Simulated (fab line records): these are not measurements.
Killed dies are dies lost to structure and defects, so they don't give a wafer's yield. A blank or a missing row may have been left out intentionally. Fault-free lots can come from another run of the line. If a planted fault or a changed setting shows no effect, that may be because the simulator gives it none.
The same fault as seen by 2 desks	flow nandHarc	what lay behind the numbers comes last; until then each desk has only its own

## METROLOGY DESK
Means of the sampled wafers that have a number, per lot and without regard to the tool the lot ran on: this is what the gauges read. Any lot whose mean is over 4 standard deviations away from the usual mean is out of limits and marked OUT; that distance is given in the brackets.
Columns: A = cdNm at NHARC_P_ZERO_WELL_CD_MEAS_24, usual 720.4 nm; B = overlayXNm at NHARC_P_GATE_OVL_MEAS_27, usual -0.3 nm; C = overlayYNm at NHARC_P_GATE_OVL_MEAS_27, usual 0.0 nm
lot	first seen here	A	B	C
L237	day 1 22:31	721.8	-1.2	0.2
L239	day 2 18:28	721.9	-0.2	-2.1
L243	day 4 10:53	725.7	-0.7	0.6
L245	day 5 06:38	725.3	0.6	0.6
L248	day 6 12:37	720.2	0.1	1.3
L250	day 7 11:52	719.9	-0.4	1.0
L252	day 8 04:46	719.1	-0.2	-0.5
L253	day 8 14:37	722.4	-0.4	0.2
L254	day 9 00:41	720.1	1.3	-0.2
L255	day 9 10:25	720.2	-1.2	-0.1
L257	day 10 06:35	717.6	-0.3	-0.8
L258	day 10 16:28	719.5	0.4	0.6
Finding of this desk: none of the 12 lots has anything out of limits.

## TOOL OWNER'S DESK, lithoTrack-05
The tool's own readings at NHARC_P_ZERO_WELL_PEB_22 (peb time 85 s): means of the sampled wafers that have a number, for each lot that ran on this tool. Any lot whose mean is over 4 standard deviations away from the usual mean is out of limits and marked OUT; that distance is given in the brackets.
Columns: A = chillPlateTempC at NHARC_P_ZERO_WELL_PEB_22, usual 23.02 C; B = exhaustPa at NHARC_P_ZERO_WELL_PEB_22, usual 44.8 Pa; C = heaterPowerTotalW at NHARC_P_ZERO_WELL_PEB_22, usual 163.95 W; D = plateTempC at NHARC_P_ZERO_WELL_PEB_22, usual 118.00 C
lot	first seen here	A	B	C	D
L239	day 2 18:22	23.01	45.0	163.67	118.14
L243	day 4 10:47	23.06	45.3	171.31 (+26) OUT	122.07 (+34) OUT
L245	day 5 06:32	22.94	44.4	171.27 (+26) OUT	122.11 (+34) OUT
L254	day 9 00:36	22.96	45.4	164.17	118.08
L257	day 10 06:30	23.10	44.3	164.17	117.89
This desk finds L243, L245 out of limits, L243 being first, at day 4 10:47 (heaterPowerTotalW at NHARC_P_ZERO_WELL_PEB_22). L239, L254, L257 stayed within limits.

## ALL TOGETHER
An alarm could have come from the tool owner's desk at day 4 10:47, on L243, L245.
Metrology desk: nothing out of limits seen.
The metrology desk holds a record of L243, L245, inside its limits.
All the named lots went through NHARC_P_ZERO_WELL_PEB_22 on lithoTrack-05.

## WHAT THE SIMULATOR HAD PUT IN
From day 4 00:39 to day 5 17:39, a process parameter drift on lithoTrack-05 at NHARC_P_ZERO_WELL_PEB_22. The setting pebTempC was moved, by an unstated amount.
Shown lots that were struck: L243, L245.
How many hours passed from the start of the fault until each desk's first out-of-limits reading: the tool owner's desk, 10.
